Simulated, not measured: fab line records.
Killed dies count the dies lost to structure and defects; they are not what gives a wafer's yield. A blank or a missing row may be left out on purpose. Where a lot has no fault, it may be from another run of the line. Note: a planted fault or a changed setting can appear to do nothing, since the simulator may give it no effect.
Struck lot and sound lot, side by side | flow n5 finfet | 36 steps out of a route of 1938
Sound: these wafers, L650.1, L650.3, L650.6. The struck wafers were L655.1, L655.5, L655.6. Last of all comes the cause.
Order at every step that has rows: each side's tool, ch and its chambers, its first start. Under that, the readings that differ: sound wafers | struck wafers | difference of the means | sigmas: that difference in standard deviations of wafers without a fault.
alike: a reading whose means differ by less than 2 such deviations, as well as words and numbers matching on both sides. not compared: withheld readings; readings where some wafer has no value; bounds like >300 that might hide an equal value; numbers whose values overlap and for which the record gives no deviation.
Wherever a step has rows on one side only, a row that says differs or no value, or a row with sigmas, the two part there. Numbers that don't overlap but have no deviation are shown without sigmas and don't part them. A reading missing from all wafers of one side parts the sides only when that side holds two or more wafers.

first, 9 steps without rows for these wafers: N5_STI_FIN_REVEAL_SRD_21 (time 30 s); N5_STI_FIN_REVEAL_OXIDATION_33 (chemistry O2 PLASMA REMOTE, time 20 s); N5_STI_FIN_REVEAL_CLEAN_19 (cleans in O3/DIW, time 120 s); N5_STI_FIN_REVEAL_SRD_23 (time 30 s); N5_STI_FIN_REVEAL_PRECLEAN_18 (cleans in SC2, time 45 s); N5_STI_FIN_REVEAL_SRD_28 (time 30 s); N5_DUMMY_GATE_PRECLEAN_00 (cleans in O3/DIW, time 60 s); N5_DUMMY_GATE_SRD_01 (time 30 s); N5_DUMMY_GATE_ALD_02 (deposits SiO2, target thk 2 nm, pulse time 1 s).
N5_DUMMY_GATE_CVD_03: deposits a-Si from SiH4, target thk 150 nm, time 8042 s.
  sound on lpcvd-01 ch 1/100,1/114,1/90, day 6 06:35; struck on lpcvd-01 ch 1/40,1/59,1/64, day 7 12:55
  reading                                     | sound             | struck       | difference | sigmas
  model.a-Si_of_DUMMY_GATE_CVD_03.thk nm (nm) | 151.6 151.8 151.6 | 68 67.6 67.2 | -84        |
  alike: spike tc bottom C
then, 2 steps without rows for these wafers: N5_DUMMY_GATE_PRECLEAN_46 (cleans in DIW, time 89.5 s); N5_DUMMY_GATE_SRD_47 (dry time 32 s).
N5_DUMMY_GATE_CMP_04: polishes a-Si.
  sound on cmp-02 ch 0,3, day 6 10:19; struck on cmp-02 ch 1,2, day 7 16:39
  reading                                     | sound          | struck       | difference                    | sigmas
  time to endpoint s (s)                      | 13.3 11.8 13.0 | - - -        | no value on the struck wafers |
  model.a-Si_of_DUMMY_GATE_CVD_03.thk nm (nm) | 73.2 73.2 74   | 68 67.6 67.2 | -6                            |
  alike: motor current A, slurry filter dp kPa
then, 21 steps without rows for these wafers: N5_DUMMY_GATE_HM_DEP_06 (deposits SiNx from DCS/NH3, target thk 80 nm, time 5141 s); N5_DUMMY_GATE_PECVD_30 (deposits SiO2 from TEOS/O2, target thk 55 nm, time 10.8 s); N5_DUMMY_GATE_COAT_34 (time 60 s, resist thk 60 nm); N5_DUMMY_GATE_COAT_35 (time 60 s, resist thk 10 nm); N5_DUMMY_GATE_COAT_28 (time 60 s, resist thk 10 nm); N5_DUMMY_GATE_COAT_09 (resist thk 30 nm); N5_DUMMY_GATE_EBR_11; N5_DUMMY_GATE_SOFTBAKE_10 (time 60 s); N5_DUMMY_GATE_EXPOSE_12 (exposes mask GATE, target cd 25 nm); N5_DUMMY_GATE_PEB_13 (peb time 60 s); N5_DUMMY_GATE_DEVELOP_14 (develop time 30 s); N5_DUMMY_GATE_DESCUM_20 (chemistry O2, time 6.2 s); N5_DUMMY_GATE_ETCH_29 (etches underlayer in N2/H2, target depth 13 nm); N5_DUMMY_GATE_ETCH_36 (etches SiARC in CF4, target depth 13 nm); N5_DUMMY_GATE_ETCH_37 (etches SOC in N2/H2, target depth 60 nm, overetch 30 nm); N5_DUMMY_GATE_STRIP_38 (strips in N2/H2); N5_DUMMY_GATE_STRIP_39 (strips in N2/H2); N5_DUMMY_GATE_TRIM_49 (chemistry O2, time 29 s, target cd 14 nm); N5_DUMMY_GATE_STRIP_40 (strips in CF4); N5_DUMMY_GATE_ETCH_31 (etches SiO2 in C4F6/O2, target depth 82.5 nm, time 27.5 s); N5_DUMMY_GATE_STRIP_41 (strips in O2).
N5_DUMMY_GATE_ETCH_44: etches poly-Si in HBr/O2, stops on SiO2, target depth 127.5 nm.
  sound on rie si-01 ch 0,3, day 6 17:47; struck on rie si-03 ch 0,1,3, day 8 00:31
  reading                                | sound             | struck            | difference | sigmas
  bias w (W)                             | 20.12 20.18 20.11 | 20.03 19.98 19.99 | -0.14      | -2
  drypump motor current A (A)            | 5.5 4.7 4.7       | 6.8 6.2 5.4       | +1.2       | +2
  oes product au (a.u.)                  | 0.763 0.742 0.746 | 0.709 0.712 0.685 | -0.048     | -4
  model.DUMMY_GATE.feature depth nm (nm) | 73.2 73.2 74      | 68 67.6 67.2      | -6         |
  model.etch.depth nm (nm)               | 73.13 73.2 74.06  | 67.93 67.63 67.29 | -5.85      |
  alike: he backside leak sccm, throttle valve pct
  not compared: rf hours counter h
-- the record jumps here: 11 days lie between the struck wafers' starts before and after (it left off in module DUMMY_GATE and takes up again in module PASSIVATION, whose first step shown is number 1936 of the route) --
N5_PASSIVATION_PROBE_49:
  sound on prober-01, day 17 10:00; struck on prober-02, day 19 02:46
  reading             | sound       | struck         | difference | sigmas
  killed at front end | 51 55 55    | 1123 1127 1117 | +1069      | +97
  killed dies         | 125 113 107 | 1180 1180 1180 | +1065      | +63
  killed on rim       | 16 11 15    | 152 152 152    | +138       | +34
  alike: killed_at_M0_to_M3, killed_at_M4_up, killed at contacts, killed at other, killed open, killed short

## WHERE THEY PART
Earliest at N5_DUMMY_GATE_CMP_04; latest, in this record, at N5_PASSIVATION_PROBE_49.

WHY: the cause the simulator had injected
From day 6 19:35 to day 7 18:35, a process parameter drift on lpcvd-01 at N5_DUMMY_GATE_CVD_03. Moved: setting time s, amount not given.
